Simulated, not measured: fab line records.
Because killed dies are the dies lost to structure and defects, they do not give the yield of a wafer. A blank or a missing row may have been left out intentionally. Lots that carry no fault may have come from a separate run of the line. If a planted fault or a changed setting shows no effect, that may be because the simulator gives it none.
Matching of chambers	flow nand-harc	rie-diel-01 running NHARC_A_CONTACT_DESCUM_47: 4 sister chambers
The step chemistry O2, time 3 s. 7 wafers are shown with their chamber, then 8 later ones without.

## WAFERS, EACH WITH ITS CHAMBER
wafer	chamber	drypump-motor-current-A (A)	showerhead-plenum-p-Torr (Torr)
L076.4	2	5.5	1.88
L080.3	1	5.6	1.91
L078.5	3	5.0	1.95
L085.1	0	6.0	2.04
L085.3	2	5.6	1.87
L085.4	3	5.0	1.94
L088.2	0	6.0	2.04

## WAFERS WITHOUT THEIR CHAMBER
wafer	drypump-motor-current-A (A)	showerhead-plenum-p-Torr (Torr)
L088.3	5.0	1.94
L088.6	5.5	1.87
L093.2	5.6	1.87
L093.3	6.0	2.04
L093.5	5.0	1.94
L093.1	5.0	1.94
L093.4	5.6	1.90
L093.6	5.5	1.87

## WHICH CHAMBER EACH ONE RAN IN
wafer	from the rows above	in truth
L088.3	3	3
L088.6	2	2
L093.2	2	2
L093.3	0	0
L093.5	3	3
L093.1	3	3
L093.4	1	1
L093.6	2	2
Correctly placed: 8 of 8. Not placeable from these rows: 0. Placed wrongly: 0.
How it was worked out, from the rows above alone: a wafer's distance from a chamber is the root of the sum, over the readings, of the square of ((its reading less the chamber's mean) divided by the reading's scatter). If the next closest chamber is less than 2 further off than the closest, the wafer can't be placed; otherwise it belongs to the closest. A chamber's mean is the mean of its shown wafers. The scatter: take each reading less its chamber's mean, square it, sum over the shown wafers, divide by the number of wafers less the number of chambers, and take the root.
